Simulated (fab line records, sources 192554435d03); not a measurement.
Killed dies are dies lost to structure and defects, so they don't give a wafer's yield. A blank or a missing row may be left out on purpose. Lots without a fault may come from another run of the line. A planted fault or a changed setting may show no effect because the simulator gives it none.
Which tool did it? | flow n5_finfet | 9 lots, 27 wafers sampled, at 5 steps of a route of 1938

WHAT THE GAUGES READ, wafer by wafer
N5_SDB_INSPECT_13: inspects for defects (brightfield). Usual: raw_defect_count 76, standard deviation 32.
lot  | measured    | on                | raw_defect_count | flag
L865 | day 3 21:28 | defect_inspect-02 | 147 111 107      |
L866 | day 4 04:04 | defect_inspect-01 | 85 81 85         |
L869 | day 4 21:53 | defect_inspect-01 | 64 175 63        |
L870 | day 5 03:40 | defect_inspect-02 | 154 82 62        |
L873 | day 5 20:38 | defect_inspect-02 | 56 50 39         |
L876 | day 6 10:32 | defect_inspect-02 | 82 39 68         |
L877 | day 7 00:26 | defect_inspect-01 | 75 65 48         |
L885 | day 8 18:46 | defect_inspect-02 | 86 47 74         |
L887 | day 9 08:00 | defect_inspect-01 | 33 36 39         |

N5_BEOL_M4_RC_MEAS_101. Usual: DIBL_N 36.0 mV/V, standard deviation 1.7; DIBL_P 36.0 mV/V, standard deviation 2; IOFF_N 0.156 nA/um, standard deviation 0.028; IOFF_P 0.21 nA/um, standard deviation 0.04; ION_N 673 uA/um, standard deviation 12; ION_P 463 uA/um, standard deviation 8.3; SS_N 71.4 mV/dec, standard deviation 0.6; SS_P 73.3 mV/dec, standard deviation 0.66; VT_N 250 mV, standard deviation 3; VT_P -250 mV, standard deviation 3.8.
lot  | measured     | on        | DIBL_N (mV/V)  | DIBL_P (mV/V)  | IOFF_N (nA/um)    | IOFF_P (nA/um) | ION_N (uA/um) | ION_P (uA/um) | SS_N (mV/dec)  | SS_P (mV/dec)  | VT_N (mV)   | VT_P (mV)      | flag
L865 | day 7 21:32  | prober-01 | 35.2 33.2 33.7 | 35.4 33.1 34.3 | 0.146 0.118 0.132 | 0.20 0.16 0.19 | 668 661 667   | 470 461 458   | 71.2 70.4 71.0 | 73.2 73.0 72.7 | 252 254 252 | -250 -253 -250 |
L866 | day 8 05:31  | prober-01 | 33.3 35.7 35.2 | 32.2 35.4 34.4 | 0.102 0.135 0.136 | 0.17 0.20 0.20 | 653 654 666   | 460 456 459   | 70.6 72.1 71.4 | 72.2 73.7 72.7 | 256 254 254 | -253 -251 -249 |
L869 | day 8 13:30  | prober-01 | 36.4 35.6 35.0 | 39.0 36.4 36.8 | 0.167 0.153 0.141 | 0.26 0.22 0.21 | 684 667 660   | 469 466 462   | 72.0 71.8 70.9 | 73.6 72.4 73.0 | 249 253 251 | -245 -247 -249 |
L870 | day 8 22:27  | prober-01 | 34.8 37.8 35.3 | 33.7 38.1 34.2 | 0.118 0.169 0.136 | 0.18 0.24 0.18 | 652 669 672   | 454 465 463   | 71.3 72.4 71.1 | 73.1 73.7 72.9 | 255 250 250 | -252 -246 -252 |
L873 | day 9 16:02  | prober-02 | 36.1 36.3 36.6 | 35.1 35.6 35.9 | 0.155 0.168 0.159 | 0.20 0.22 0.22 | 669 681 673   | 462 465 461   | 71.7 70.9 71.8 | 73.6 73.2 74.5 | 252 248 251 | -251 -247 -250 |
L876 | day 10 20:08 | prober-01 | 39.2 32.8 35.6 | 38.8 30.8 34.7 | 0.220 0.107 0.146 | 0.28 0.16 0.21 | 699 658 670   | 477 465 463   | 72.1 70.5 71.4 | 74.7 72.3 73.2 | 243 254 252 | -247 -252 -252 |
L877 | day 10 22:46 | prober-02 | 35.4 33.6 35.8 | 35.3 34.6 36.7 | 0.164 0.139 0.188 | 0.23 0.23 0.27 | 678 672 695   | 467 474 480   | 71.0 70.8 71.8 | 72.4 72.7 73.8 | 247 248 246 | -245 -247 -245 |
L885 | day 13 12:47 | prober-01 | 38.1 37.2 38.8 | 38.5 36.4 38.3 | 0.208 0.179 0.202 | 0.24 0.20 0.25 | 692 673 686   | 468 455 466   | 71.7 71.9 72.1 | 73.9 73.5 74.6 | 247 249 246 | -249 -254 -250 |
L887 | day 13 10:40 | prober-01 | 35.1 36.1 35.9 | 35.2 36.0 36.8 | 0.132 0.156 0.150 | 0.16 0.18 0.19 | 676 674 680   | 463 461 462   | 70.9 71.5 71.0 | 72.4 73.2 72.9 | 251 250 251 | -254 -256 -253 |

WHICH TOOL RAN EACH LOT (tool, then ch and the chambers of the sampled wafers, then the start)
lot  | N5_SDB_ETCH_18                    | N5_SDB_STRIP_21                   | N5_SDB_CUT_ETCH_26
L865 | rie_diel-06 ch 2,3, day 3 21:35   | rie_diel-06 ch 2,3, day 3 21:43   | rie_si-05 ch 0,1, day 3 22:07
L866 | rie_diel-01 ch 0,1, day 4 04:16   | rie_diel-01 ch 0,1, day 4 04:25   | rie_si-02 ch 1,2,3, day 4 04:50
L869 | rie_diel-01 ch 0,1,2, day 4 21:59 | rie_diel-01 ch 0,1,2, day 4 22:07 | rie_si-05 ch 0,3, day 4 23:14
L870 | rie_diel-01 ch 1,2,3, day 5 04:05 | rie_diel-01 ch 1,2,3, day 5 04:13 | rie_si-02 ch 0,1,2, day 5 04:37
L873 | rie_diel-01 ch 1,3, day 5 20:44   | rie_diel-01 ch 1,3, day 5 20:52   | rie_si-04 ch 0,3, day 5 21:19
L876 | rie_diel-01 ch 0,1,2, day 6 10:38 | rie_diel-01 ch 0,1,2, day 6 10:46 | rie_si-04 ch 1,2,3, day 6 11:10
L877 | rie_diel-06 ch 0,1,3, day 7 00:32 | rie_diel-06 ch 0,1,3, day 7 00:41 | rie_si-05 ch 0,1,2, day 7 01:13
L885 | rie_diel-01 ch 1,2,3, day 8 19:11 | rie_diel-01 ch 1,2,3, day 8 19:19 | rie_si-04 ch 1,3, day 8 19:44
L887 | rie_diel-01 ch 0,1,2, day 9 08:06 | rie_diel-01 ch 0,1,2, day 9 08:14 | rie_si-04 ch 0,1,2, day 9 08:38
- N5_SDB_ETCH_18: etches SOC in N2/H2, target depth 100 nm, overetch 20 nm, time 150 s.
- N5_SDB_STRIP_21: strips in CF4.
- N5_SDB_CUT_ETCH_26: etches Si in HBr/Cl2/O2, target depth 129.6 nm, bt time 20 s, time 51.8 s.

WHAT THE TOOLS THEMSELVES READ (means of the sampled wafers that have a number; where no wafer has one, the mark that the record gives instead)
N5_SDB_ETCH_18. Usual: bias_w 150.0 W, standard deviation 0.46; chamber_pressure_mTorr 30.002 mTorr, standard deviation 0.028; drypump_motor_current_A 5.8 A, standard deviation 0.46; oes_product_au 0.71 a.u., standard deviation 0.086; rf_vpp_V 524.5 V, standard deviation 1.7; showerhead_plenum_p_Torr 2.57 Torr, standard deviation 0.063; throttle_valve_pct 17.91 %, standard deviation 0.3.
lot  | tool        | bias_w (W) | chamber_pressure_mTorr (mTorr) | drypump_motor_current_A (A) | oes_product_au (a.u.) | rf_vpp_V (V) | showerhead_plenum_p_Torr (Torr) | throttle_valve_pct (%) | flag
L865 | rie_diel-06 | 150.3      | 29.998                         | 5.6                         | 0.68                  | 523.8        | 2.58                            | 18.24                  |
L866 | rie_diel-01 | 150.1      | 30.010                         | 6.5                         | 0.76                  | 525.0        | 2.60                            | 17.55                  |
L869 | rie_diel-01 | 149.9      | 30.021                         | 6.1                         | 0.69                  | 524.7        | 2.58                            | 17.80                  |
L870 | rie_diel-01 | 150.1      | 30.012                         | 5.7                         | 0.70                  | 523.3        | 2.54                            | 17.80                  |
L873 | rie_diel-01 | 149.9      | 29.998                         | 6.1                         | 0.74                  | 525.1        | 2.56                            | 17.57                  |
L876 | rie_diel-01 | 149.8      | 29.987                         | 6.2                         | 0.69                  | 524.8        | 2.57                            | 17.82                  |
L877 | rie_diel-06 | 149.8      | 30.016                         | 5.7                         | 0.74                  | 526.3        | 2.64                            | 17.92                  |
L885 | rie_diel-01 | 150.2      | 29.973                         | 5.7                         | 0.67                  | 523.0        | 2.53                            | 17.85                  |
L887 | rie_diel-01 | 149.8      | 29.995                         | 6.1                         | 0.74                  | 523.9        | 2.56                            | 17.69                  |

N5_SDB_STRIP_21. Usual: chamber_pressure_mTorr 50.00 mTorr, standard deviation 0.046; drypump_motor_current_A 5.8 A, standard deviation 0.46; oes_product_au 0.78 a.u., standard deviation 0.095; rf_vpp_V 271.6 V, standard deviation 1.3; showerhead_plenum_p_Torr 1.81 Torr, standard deviation 0.038; throttle_valve_pct 13.63 %, standard deviation 0.3.
lot  | tool        | chamber_pressure_mTorr (mTorr) | drypump_motor_current_A (A) | oes_product_au (a.u.) | rf_vpp_V (V) | showerhead_plenum_p_Torr (Torr) | throttle_valve_pct (%) | flag
L865 | rie_diel-06 | 50.02                          | 5.7                         | 0.75                  | 271.3        | 1.82                            | 13.88                  |
L866 | rie_diel-01 | 49.95                          | 6.5                         | 0.84                  | 272.1        | 1.82                            | 13.34                  |
L869 | rie_diel-01 | 49.99                          | 6.1                         | 0.77                  | 271.0        | 1.81                            | 13.59                  |
L870 | rie_diel-01 | 50.03                          | 5.7                         | 0.77                  | 271.4        | 1.79                            | 13.53                  |
L873 | rie_diel-01 | 50.01                          | 6.1                         | 0.82                  | 270.9        | 1.80                            | 13.33                  |
L876 | rie_diel-01 | 50.05                          | 6.2                         | 0.76                  | 270.9        | 1.81                            | 13.62                  |
L877 | rie_diel-06 | 49.99                          | 5.6                         | 0.82                  | 273.1        | 1.85                            | 13.58                  |
L885 | rie_diel-01 | 49.99                          | 5.7                         | 0.74                  | 271.2        | 1.78                            | 13.61                  |
L887 | rie_diel-01 | 50.02                          | 6.1                         | 0.82                  | 271.3        | 1.80                            | 13.48                  |

N5_SDB_CUT_ETCH_26. Usual: chamber_pressure_mTorr 9.999 mTorr, standard deviation 0.0088; drypump_motor_current_A 5.6 A, standard deviation 0.6; oes_product_au 1.002 a.u., standard deviation 0.015; throttle_valve_pct 37.3 %, standard deviation 0.32.
lot  | tool      | chamber_pressure_mTorr (mTorr) | drypump_motor_current_A (A) | oes_product_au (a.u.) | throttle_valve_pct (%) | flag
L865 | rie_si-05 | 9.993                          | 4.9                         | 1.020                 | 37.5                   |
L866 | rie_si-02 | 10.000                         | 5.8                         | 1.010                 | 37.4                   |
L869 | rie_si-05 | 9.998                          | 5.2                         | 1.015                 | 37.2                   |
L870 | rie_si-02 | 10.000                         | 5.5                         | 1.002                 | 37.4                   |
L873 | rie_si-04 | 9.996                          | 6.0                         | 0.978                 | 37.2                   |
L876 | rie_si-04 | 10.000                         | 5.4                         | 1.007                 | 37.2                   |
L877 | rie_si-05 | 9.999                          | 5.3                         | 1.008                 | 37.3                   |
L885 | rie_si-04 | 10.014                         | 5.1                         | 1.003                 | 37.4                   |
L887 | rie_si-04 | 9.993                          | 5.9                         | 0.996                 | 37.0                   |

THE ANSWER, worked out from the rows above alone
Rule: a lot is off if the mean of its wafers that have a number lies more than 3 standard deviations from the usual mean. A lot without any number at a reading at which 4 lots or more have one is off too. The other lots that the step has rows for count as sound. The gauges are gone through in route order, then the tools' own readings, and for those a lot's mean is taken as printed above. The first step at which some lot is off is used, and at that step the reading that is off furthest; a lot without a number counts as furthest.
No lot is off at any reading shown: from this, nothing can be told.

WHAT THE SIMULATOR HAD PUT IN
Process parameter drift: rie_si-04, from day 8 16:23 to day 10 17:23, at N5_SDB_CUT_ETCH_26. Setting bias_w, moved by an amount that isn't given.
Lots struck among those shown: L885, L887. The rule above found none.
